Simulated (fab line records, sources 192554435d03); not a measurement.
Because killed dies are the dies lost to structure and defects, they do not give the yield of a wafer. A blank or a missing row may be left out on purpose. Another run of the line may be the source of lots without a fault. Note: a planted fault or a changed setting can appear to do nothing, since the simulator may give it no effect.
fab line records	flow n5Finfet	part 2 of 2: steps 4 to 6 of 6
record lots=21	wafers=63	lastDay=18
route steps=1938 shown BEOL_M0@748 BEOL_M1@768
lots that met no fault: from a run of the same line without faults
startH: the number of hours between the record's first day and the start of the first shown wafer of the lot	waitH: hours since the lot's step before	" repeats the value in the row above	L1.1+2: several wafers, shown together as one row	- no value present, or no start provided	* or withheld: withheld	< > ~ a bound
route shown NAME@n: names a module that has steps shown in the file, with the first one's number in the route	usual: mean/standard deviation of fault-free wafers	same: alike in all rows	chamber/n: place in a boat	sites: per-site readings	_std_site: standard deviation of those values	_edge_site: outer sites' mean less inner sites'	radiusMm: for every site, how far away it sits from the centre of the wafer	mask NAME#n: copy n	behind: the tool/chamber that last shaped the wafer	hold: the reason the lot was held/the length of the hold in hours/how it ended	device: the transistor (n, p or np) that didn't switch	end of line: tests of these same wafers at the route's end	a step without rows: its recipe alone	killed: count of dies lost to structure and defects at first sort (not the wafer's yield)	map: a wafer's dies, marking killed ones x, the rest . and places with no die _
set.NAME: the setting that was run; set.NAME@STEP: the one run at that earlier step	model.NAME: the simulator's own value behind a step, which no gauge read
one table for each step of the route and one row for each wafer, over a sample of lots
services: a tool's chamber out of use, with start hour (startH, from the record's first day; less than 0 if before it), hours out, and reason
## steps
# step N5_BEOL_M1_ETCH_64
# recipe chemistry=N2/H2	target=SOC	targetDepthA=750	overetchA=150	maskMaterial=SiARC	tempC=40	timeS=112.5	ionEnergyEv=200	pressureMtorr=30	sourceW=840	biasW=150	n2FlowSccm=200	h2FlowSccm=200
# usual drypumpMotorCurrentA=5.9/0.43	h2FlowSccm=200.0/0.61	oesProductAu=0.62/0.073	rfVppV=524.1/2.6	showerheadPlenumPTorr=2.56/0.089	throttleValvePct=17.95/0.27
lot.wafer	tool	chamber	startH	waitH	drypumpMotorCurrentA	h2FlowSccm	oesProductAu	rfHoursCounterH	rfVppV	showerheadPlenumPTorr	throttleValvePct
L074.1	rieDiel-05	1	125.80	0.0	6.2	199.0	0.56	250	525.7	2.62	17.84
L074.4	"	3	"	"	5.9	199.1	0.62	132	526.5	2.66	18.09
L074.6	"	3	"	"	5.9	200.0	0.61	-	526.3	2.66	18.07
L075.1	rieDiel-05	2	138.08	0.0	5.4	199.6	0.54	250	526.9	2.62	18.38
L075.2	"	3	"	"	5.9	200.3	0.61	137	527.7	2.66	18.09
L075.6	"	3	"	"	5.9	200.6	0.61	-	527.0	2.66	18.07
L077.1	rieDiel-01	0	138.94	0.0	6.7	199.4	0.58	200	522.5	2.54	17.86
L077.4	"	3	"	"	5.9	201.2	0.54	241	523.4	2.50	18.17
L077.5	"	0	"	"	6.7	199.8	0.59	-	522.8	2.54	17.85
L078.1	rieDiel-05	1	141.78	0.0	6.3	199.7	0.55	255	526.1	2.62	17.83
L078.4	"	1	"	"	6.3	201.2	0.54	-	524.4	2.62	17.85
L078.6	"	0	"	"	5.4	200.4	0.60	-	521.9	2.45	17.92
L079.4	rieDiel-01	1	152.54	0.0	4.9	199.4	0.56	196	529.0	2.63	17.97
L079.5	"	0	"	"	6.7	199.0	0.58	-	524.1	2.53	17.86
L079.6	"	3	"	"	5.9	201.3	0.54	-	522.8	2.50	18.17
L080.1	rieDiel-05	1	161.43	0.0	6.3	201.2	0.55	259	525.4	2.62	17.84
L080.5	"	3	"	"	5.9	199.4	0.61	-	527.2	2.65	18.09
L080.6	"	1	"	"	6.2	200.7	0.55	-	525.3	2.62	17.85
L081.1	rieDiel-06	2	166.88	0.0	5.8	199.2	0.56	231	520.5	2.41	18.48
L081.2	"	1	"	"	6.2	199.5	0.60	153	526.2	2.65	18.19
L081.3	"	3	"	"	5.9	199.6	0.72	29	520.8	2.49	17.63
L082.1	rieDiel-06	3	167.13	0.0	5.8	199.4	0.71	29	521.6	2.49	17.65
L082.2	"	2	"	"	5.8	200.4	0.55	231	519.9	2.41	18.45
L082.3	"	1	"	"	6.2	199.5	0.60	153	526.9	2.65	18.19
L083.2	rieDiel-01	0	173.57	0.0	6.8	199.8	0.58	210	523.7	2.53	17.87
L083.4	"	0	"	"	6.7	200.3	0.58	-	523.1	2.53	17.88
L083.5	"	1	"	"	4.9	200.0	0.55	-	526.6	2.63	17.97
L084.2	rieDiel-06	0	188.13	0.0	5.5	200.1	0.56	243	518.7	2.39	18.18
L084.4	"	3	"	"	5.9	200.4	0.70	36	521.6	2.48	17.65
L084.5	"	2	"	"	5.8	200.2	0.55	-	519.0	2.41	18.46
L086.1	rieDiel-05	3	208.31	0.0	5.9	201.8	0.60	161	526.9	2.64	18.13
L086.4	"	2	"	"	5.4	199.7	0.72	14	525.4	2.61	18.01
L086.5	"	2	"	"	5.4	199.7	0.72	-	525.9	2.61	18.01
L088.3	rieDiel-05	0	208.64	0.0	5.4	200.7	0.58	155	522.2	2.44	17.96
L088.5	"	2	"	"	5.4	199.8	0.72	-	526.1	2.61	18.00
L088.6	"	1	"	"	6.3	200.8	0.77	-	524.6	2.61	17.38
L089.1	rieDiel-06	1	216.46	0.0	6.2	198.7	0.59	168	527.9	2.64	18.20
L089.4	"	1	"	"	6.2	199.0	0.59	-	527.1	2.64	18.20
L089.5	"	2	"	"	5.8	199.3	0.54	-	519.2	2.41	18.48
L090.2	rieDiel-05	0	218.71	0.0	5.4	199.6	0.58	158	520.4	2.44	17.97
L090.4	"	2	"	"	5.4	199.6	0.71	17	525.3	2.61	18.01
L090.6	"	3	"	"	5.9	199.9	0.59	-	525.8	2.64	18.13
L091.1	rieDiel-01	3	221.12	0.0	5.9	199.5	0.75	9	522.3	2.49	17.67
L091.2	"	0	"	"	6.7	200.2	0.58	225	523.9	2.53	17.90
L091.4	"	1	"	"	4.9	201.1	0.55	216	525.9	2.62	18.00
L093.1	rieDiel-06	3	237.36	0.0	5.9	199.6	0.69	49	522.1	2.48	17.67
L093.2	"	1	"	"	6.1	200.2	0.59	175	526.8	2.64	18.22
L093.4	"	3	"	"	5.9	199.8	0.68	-	520.4	2.48	17.65
L092.1	rieDiel-01	0	241.09	0.0	6.7	200.0	0.57	229	523.7	2.52	17.90
L092.4	"	1	"	"	5.0	200.2	0.54	220	525.7	2.62	18.01
L092.5	"	3	"	"	5.9	199.9	0.74	-	523.2	2.49	17.67
L094.3	rieDiel-06	3	241.33	0.0	5.9	201.2	0.69	51	522.4	2.48	17.66
L094.5	"	3	"	"	5.9	200.2	0.70	-	522.7	2.48	17.70
L094.6	"	0	"	"	5.5	199.2	0.77	-	528.5	2.70	17.73
L095.1	rieDiel-05	1	248.35	0.0	6.3	200.7	0.74	17	526.2	2.61	17.39
L095.2	"	2	"	"	5.4	200.8	0.70	26	525.3	2.61	18.03
L095.3	"	3	"	"	5.9	199.8	0.59	173	527.2	2.64	18.14
L096.1	rieDiel-01	0	257.54	0.0	6.7	200.6	0.57	234	524.6	2.52	17.92
L096.3	"	1	"	"	5.0	199.4	0.55	225	526.2	2.62	18.02
L096.4	"	2	"	"	6.1	199.7	0.57	172	520.2	2.43	17.63
L097.2	rieDiel-05	0	266.92	0.0	5.4	199.5	0.57	172	520.2	2.44	17.99
L097.4	"	1	"	"	6.3	199.5	0.73	24	525.8	2.61	17.41
L097.6	"	3	"	"	5.9	198.8	0.59	-	526.3	2.64	18.14
# step N5_BEOL_M1_ETCH_41
# recipe chemistry=CH3F/O2	target=SiCN	targetDepthA=319	taperDeg=2	timeS=57.8	ionEnergyEv=120	maskMaterial=TiN	pressureMtorr=30	sourceW=395	biasW=75	Ar_flow_sccm=150	CH3F_flow_sccm=30	O2_flow_sccm=20
# usual drypumpMotorCurrentA=5.8/0.45	oesProductAu=0.78/0.1	rfVppV=297.5/1.7	showerheadPlenumPTorr=2.01/0.076	throttleValvePct=16.43/0.21
lot.wafer	tool	chamber	startH	waitH	drypumpMotorCurrentA	oesProductAu	rfHoursCounterH	rfVppV	showerheadPlenumPTorr	throttleValvePct
L074.1	rieDiel-05	1	-	-	6.2	0.68	250	299.0	2.05	16.31
L074.4	"	3	"	"	5.9	0.76	133	298.6	2.09	16.46
L074.6	"	2	"	"	5.4	0.68	-	299.4	2.06	16.84
L075.1	rieDiel-01	2	-	-	6.0	0.73	140	295.3	1.94	16.16
L075.2	"	1	"	"	4.9	0.70	193	297.8	2.07	16.47
L075.6	"	0	"	"	6.7	0.74	-	299.4	1.99	16.38
L077.1	rieDiel-05	3	-	-	5.9	0.76	138	299.9	2.09	16.49
L077.4	"	3	"	"	5.9	0.78	-	299.2	2.09	16.48
L077.5	"	1	"	"	6.2	0.68	-	298.6	2.04	16.32
L078.1	rieDiel-01	1	-	-	4.9	0.71	194	300.8	2.07	16.49
L078.4	"	0	"	"	6.7	0.74	202	297.1	1.99	16.39
L078.6	"	2	"	"	6.0	0.74	-	297.0	1.94	16.17
L079.4	rieDiel-06	0	-	-	5.5	0.71	-	295.6	1.91	16.78
L079.5	"	2	"	"	5.7	0.70	-	296.3	1.88	16.75
L079.6	"	3	"	"	5.9	0.91	-	296.7	1.96	16.21
L080.1	rieDiel-05	0	-	-	5.4	0.74	141	294.2	1.93	16.36
L080.5	"	0	"	"	5.4	0.74	-	296.4	1.93	16.36
L080.6	"	3	"	"	5.9	0.76	-	298.3	2.08	16.48
L081.1	rieDiel-06	2	-	-	5.7	0.69	232	294.3	1.88	16.77
L081.2	"	0	"	"	5.5	0.71	238	295.7	1.91	16.77
L081.3	"	3	"	"	5.9	0.90	30	296.1	1.96	16.21
L082.1	rieDiel-01	1	-	-	4.9	0.70	201	300.6	2.06	16.48
L082.2	"	3	"	"	5.9	0.68	249	297.1	1.96	16.71
L082.3	"	2	"	"	6.0	0.73	148	295.4	1.94	16.19
L083.2	rieDiel-01	0	-	-	6.7	0.73	212	296.5	1.99	16.42
L083.4	"	2	"	"	6.0	0.73	-	295.8	1.94	16.19
L083.5	"	0	"	"	6.7	0.73	-	297.1	1.99	16.42
L084.2	rieDiel-05	2	-	-	5.4	0.92	9	298.6	2.06	16.40
L084.4	"	3	"	"	5.9	0.76	-	299.7	2.08	16.53
L084.5	"	2	"	"	5.4	0.93	-	297.5	2.06	16.41
L086.1	rieDiel-01	2	-	-	6.0	0.72	161	296.8	1.93	16.20
L086.4	"	1	"	"	4.9	0.69	214	299.1	2.06	16.50
L086.5	"	2	"	"	6.0	0.72	-	296.2	1.93	16.20
L088.3	rieDiel-01	0	-	-	6.7	0.73	224	297.0	1.98	16.43
L088.5	"	2	"	"	6.0	0.72	-	294.5	1.93	16.21
L088.6	"	1	"	"	4.9	0.69	-	299.3	2.06	16.52
L089.1	rieDiel-01	3	-	-	5.9	0.97	9	296.6	1.95	16.19
L089.4	"	1	"	"	4.9	0.70	215	299.4	2.06	16.52
L089.5	"	2	"	"	6.0	0.71	-	296.4	1.93	16.23
L090.2	rieDiel-06	1	-	-	6.2	0.75	170	299.0	2.07	16.62
L090.4	"	2	"	"	5.8	0.68	-	295.1	1.88	16.79
L090.6	"	2	"	"	5.8	0.68	-	296.5	1.87	16.79
L091.1	rieDiel-01	2	-	-	6.0	0.71	165	296.5	1.93	16.22
L091.2	"	1	"	"	4.9	0.68	219	298.2	2.06	16.53
L091.4	"	3	"	"	5.9	0.95	12	297.6	1.95	16.19
L093.1	rieDiel-06	1	-	-	6.2	0.75	176	299.6	2.07	16.63
L093.2	"	0	"	"	5.4	0.98	3	299.3	2.15	16.31
L093.4	"	0	"	"	5.4	0.98	-	300.4	2.15	16.31
L092.1	rieDiel-05	3	-	-	5.9	0.74	171	299.6	2.07	16.55
L092.4	"	2	"	"	5.4	0.88	24	298.0	2.06	16.43
L092.5	"	2	"	"	5.4	0.88	-	299.7	2.06	16.42
L094.3	rieDiel-06	0	-	-	5.4	0.98	4	298.6	2.15	16.30
L094.5	"	1	"	"	6.2	0.75	-	299.7	2.07	16.64
L094.6	"	3	"	"	5.9	0.86	-	297.0	1.95	16.24
L095.1	rieDiel-06	2	-	-	5.8	0.99	1	300.8	2.12	16.36
L095.2	"	0	"	"	5.5	0.94	9	298.5	2.15	16.32
L095.3	"	1	"	"	6.2	0.74	183	297.4	2.07	16.65
L096.1	rieDiel-06	0	-	-	5.5	0.94	11	298.2	2.15	16.32
L096.3	"	2	"	"	5.7	0.99	3	299.2	2.12	16.38
L096.4	"	3	"	"	5.9	0.85	59	296.7	1.95	16.28
L097.2	rieDiel-06	3	-	-	5.9	0.85	61	297.1	1.95	16.25
L097.4	"	2	"	"	5.8	0.97	5	300.1	2.12	16.38
L097.6	"	1	"	"	6.2	0.73	-	297.7	2.07	16.65
# step N5_BEOL_M1_DEGAS_44
# recipe ambient=vacuum	tempC=250	timeS=60
# usual heaterPowerW=334/39
lot.wafer	tool	chamber	startH	waitH	heaterPowerW
L074.1	pvdSputter-01	-	128.08	0.4	319
L074.4	"	-	"	"	389
L074.6	"	-	"	"	320
L075.1	pvdSputter-02	-	142.48	0.9	319
L075.2	"	-	"	"	303
L075.6	"	-	"	"	320
L077.1	pvdSputter-02	-	142.64	1.0	363
L077.4	"	-	"	"	354
L077.5	"	-	"	"	323
L078.1	pvdSputter-03	-	145.52	0.0	282
L078.4	"	-	"	"	344
L078.6	"	-	"	"	339
L079.4	pvdSputter-03	-	155.05	0.3	337
L079.5	"	-	"	"	281
L079.6	"	-	"	"	352
L080.1	pvdSputter-02	-	167.87	0.3	316
L080.5	"	-	"	"	366
L080.6	"	-	"	"	322
L081.1	pvdSputter-03	-	170.71	0.3	344
L081.2	"	-	"	"	283
L081.3	"	-	"	"	284
L082.1	pvdSputter-02	-	170.73	0.2	371
L082.2	"	-	"	"	323
L082.3	"	-	"	"	313
L083.2	pvdSputter-02	-	181.07	0.4	300
L083.4	"	-	"	"	356
L083.5	"	-	"	"	316
L084.2	pvdSputter-01	-	190.54	0.2	382
L084.4	"	-	"	"	311
L084.5	"	-	"	"	417
L086.1	pvdSputter-03	-	215.20	0.9	282
L086.4	"	-	"	"	274
L086.5	"	-	"	"	275
L088.3	pvdSputter-02	-	216.01	0.1	344
L088.5	"	-	"	"	347
L088.6	"	-	"	"	308
L089.1	pvdSputter-01	-	220.22	2.0	376
L089.4	"	-	"	"	437
L089.5	"	-	"	"	334
L090.2	pvdSputter-03	-	223.37	0.5	347
L090.4	"	-	"	"	279
L090.6	"	-	"	"	280
L091.1	pvdSputter-01	-	236.01	0.3	315
L091.2	"	-	"	"	417
L091.4	"	-	"	"	374
L093.1	pvdSputter-02	-	240.84	0.5	323
L093.2	"	-	"	"	354
L093.4	"	-	"	"	303
L092.1	pvdSputter-02	-	244.32	0.2	362
L092.4	"	-	"	"	296
L092.5	"	-	"	"	324
L094.3	pvdSputter-02	-	244.48	0.2	366
L094.5	"	-	"	"	351
L094.6	"	-	"	"	330
L095.1	pvdSputter-03	-	257.20	0.2	349
L095.2	"	-	"	"	348
L095.3	"	-	"	"	272
L096.1	pvdSputter-01	-	262.37	0.3	431
L096.3	"	-	"	"	309
L096.4	"	-	"	"	321
L097.2	pvdSputter-03	-	270.96	0.0	345
L097.4	"	-	"	"	291
L097.6	"	-	"	"	345
## services
tool	chamber	startH	hours	kind
rieDiel-06	3	115.07	1.5	repair
rieDiel-05	-	119.41	0.5	repair
pecvd-03	-	124.32	1.0	repair
rieDiel-05	2	138.77	-	clean
rieDiel-05	2	138.77	-	consumableReplace:esc
rieDiel-05	2	138.77	-	consumableReplace:focusRing
rieDiel-06	1	147.10	9.0	repair
rieDiel-05	1	148.74	7.9	repair
pvdSputter-02	-	150.44	9.3	repair
rieDiel-01	3	161.06	3.2	repair
rieDiel-06	0	162.19	6.6	repair
rieDiel-05	1	163.09	-	clean
rieDiel-05	1	163.09	-	consumableReplace:focusRing
rieDiel-05	1	163.09	27.9	scheduledDown
rieDiel-05	1	163.09	27.9	ventCycle
rieDiel-01	3	173.24	-	clean
rieDiel-01	3	173.24	-	consumableReplace:focusRing
rieDiel-01	3	173.24	21.0	scheduledDown
rieDiel-01	3	173.24	21.0	ventCycle
rieDiel-06	0	213.94	-	clean
rieDiel-06	0	213.94	-	consumableReplace:focusRing
rieDiel-06	0	213.94	-	consumableReplace:showerhead
rieDiel-05	0	247.47	3.2	repair
rieDiel-05	3	249.30	7.6	repair
